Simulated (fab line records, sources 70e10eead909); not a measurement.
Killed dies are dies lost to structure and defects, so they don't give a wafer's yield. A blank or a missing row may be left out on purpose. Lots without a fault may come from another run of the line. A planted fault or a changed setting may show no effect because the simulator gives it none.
One fault seen from 3 desks | flow nand_harc | each desk has only its own numbers; what lay behind them comes last

THE TOOL OWNER'S DESK: cvd_w-02
The tool's own readings at NHARC_P_CONTACT_CVD_23 (deposits W, target thk 200 nm, time 557 s): means of the sampled wafers that have a number, for each lot that ran on this tool. A lot is out of limits, marked OUT, if its mean lies more than 4 standard deviations from the usual mean; the brackets give that distance.
Columns: A = heater_power_w at NHARC_P_CONTACT_CVD_23, usual 465 W; B = mfc_wf6_sccm at NHARC_P_CONTACT_CVD_23, usual 39.99 sccm; C = throttle_valve_pct at NHARC_P_CONTACT_CVD_23, usual 7.82 %
lot  | first seen here | A   | B     | C
L811 | day 9 08:22     | 527 | 39.87 | 7.44
L822 | day 14 00:37    | 490 | 40.01 | 7.85
L825 | day 15 10:07    | 490 | 39.96 | 7.59
This desk's finding: nothing out of limits on any of the 3 lots.

THE DEFECT DESK
What the inspections along the route counted, lot by lot: means of the sampled wafers that have a number. A lot is out of limits, marked OUT, if its mean lies more than 4 standard deviations from the usual mean; the brackets give that distance.
Columns: A = raw_defect_count at NHARC_P_CONTACT_INSPECT_27, usual 273; B = raw_defect_count at NHARC_P_M0_INSPECT_11, usual 4.4
lot  | first seen here | A   | B
L806 | day 7 09:44     | 170 | 2.0
L811 | day 9 09:35     | 303 | 4.3
L812 | day 9 13:13     | 375 | 3.3
L822 | day 14 01:35    | 187 | 6.0
L825 | day 15 11:04    | 294 | 8.7
This desk's finding: nothing out of limits on any of the 5 lots.

THE METROLOGY DESK
What the gauges read, lot by lot, whatever tool the lot ran on: means of the sampled wafers that have a number. A lot is out of limits, marked OUT, if its mean lies more than 4 standard deviations from the usual mean; the brackets give that distance.
Columns: A = cd_nm at NHARC_P_CONTACT_CD_MEAS_19, usual 89.8 nm; B = cd_nm at NHARC_P_M0_CD_MEAS_09, usual 90.2 nm; C = overlay_x_nm at NHARC_P_M0_OVL_MEAS_10, usual -0.1 nm; D = overlay_y_nm at NHARC_P_M0_OVL_MEAS_10, usual 0.0 nm; E = cd_nm at NHARC_P_M0_CD_MEAS_16, usual 90.3 nm
lot  | first seen here | A    | B    | C    | D    | E
L806 | day 7 07:32     | 88.7 | 90.7 | 0.1  | 0.7  | 90.6
L811 | day 9 06:49     | 88.1 | 90.4 | 0.1  | 0.7  | 91.2
L812 | day 9 11:01     | 89.5 | 89.8 | -1.5 | 0.6  | 90.1
L822 | day 13 23:22    | 91.8 | 90.3 | 0.7  | -0.3 | 89.8
L825 | day 15 08:52    | 90.6 | 90.1 | -0.2 | 0.7  | 90.0
This desk's finding: nothing out of limits on any of the 5 lots.

PUT TOGETHER
The tool owner's desk saw nothing out of limits.
The defect desk saw nothing out of limits.
The metrology desk saw nothing out of limits.

WHAT THE SIMULATOR HAD PUT IN
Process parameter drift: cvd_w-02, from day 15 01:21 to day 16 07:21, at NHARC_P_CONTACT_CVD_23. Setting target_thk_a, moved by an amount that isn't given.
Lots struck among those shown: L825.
